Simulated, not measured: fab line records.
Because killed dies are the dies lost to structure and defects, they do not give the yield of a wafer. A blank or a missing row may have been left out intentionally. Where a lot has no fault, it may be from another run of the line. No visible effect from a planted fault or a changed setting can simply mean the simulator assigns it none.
Which tool did it?	flow n5Finfet	12 lots, 36 wafers sampled, at 2 steps of a route of 1938

## WHAT EACH GAUGE READ, for each wafer
N5_BEOL_M9_THK_MEAS_53: measures by xrf.
lot	measured	on	M9_THK (nm)
L077	day 10 07:27	filmMetro-02	133 133 134
L076	day 10 10:19	filmMetro-01	133 139 143
L078	day 10 21:25	filmMetro-01	138 138 136
L081	day 11 10:14	filmMetro-01	138 138 138
L083	day 11 16:11	filmMetro-01	140 139 139
L085	day 12 15:27	filmMetro-02	141 144 143
L087	day 13 15:45	filmMetro-01	133 139 135
L088	day 13 22:25	filmMetro-01	140 138 138
L091	day 14 08:59	filmMetro-01	142 136 137
L094	day 14 21:40	filmMetro-01	137 143 136
L095	day 15 05:38	filmMetro-02	145 139 139
L097	day 15 17:35	filmMetro-02	137 138 146

## WHAT TOOL EACH LOT RAN ON (gives the tool, then ch and the chambers of the sampled wafers, and finally the start)
lot	N5_BEOL_M9_CMP_52
L077	cmp-02 ch 0,1,3, day 10 07:09
L076	cmp-04 ch 1,2,3, day 10 10:01
L078	cmp-01 ch 0,1,2, day 10 21:11
L081	cmp-04 ch 0,1,2, day 11 09:59
L083	cmp-01 ch 2,3, day 11 15:53
L085	cmp-04 ch 0,1,2, day 12 15:09
L087	cmp-04 ch 0,1, day 13 15:29
L088	cmp-02 ch 0,1, day 13 22:07
L091	cmp-01 ch 1,2,3, day 14 08:48
L094	cmp-04 ch 1,3, day 14 21:24
L095	cmp-02 ch 1,2,3, day 15 05:23
L097	cmp-04 ch 1,2,3, day 15 17:22
- N5_BEOL_M9_CMP_52: polishes, stops on SiCOH lowk, t overpolish 7 s, target thk 140 nm.

## THE ANSWER, worked out from the rows above alone
Rule: usual is defined by the lots themselves. Put in order of their means at a reading, lots are off if they are a third of the lots or fewer, leave a main group of 4 or more, and stand apart from it by a gap of 3 or more times the standard deviation of the main group's means; of several such gaps the widest counts. The tables above print the reading to a certain number of digits; a main group whose means all agree to those digits is not used. Also off: a lot with no number at a reading for which 4 or more lots have one. All remaining lots with rows at the step are treated as sound.
Nothing can be told from this: no lot is off at any reading shown.

## WHAT THE SIMULATOR PUT IN
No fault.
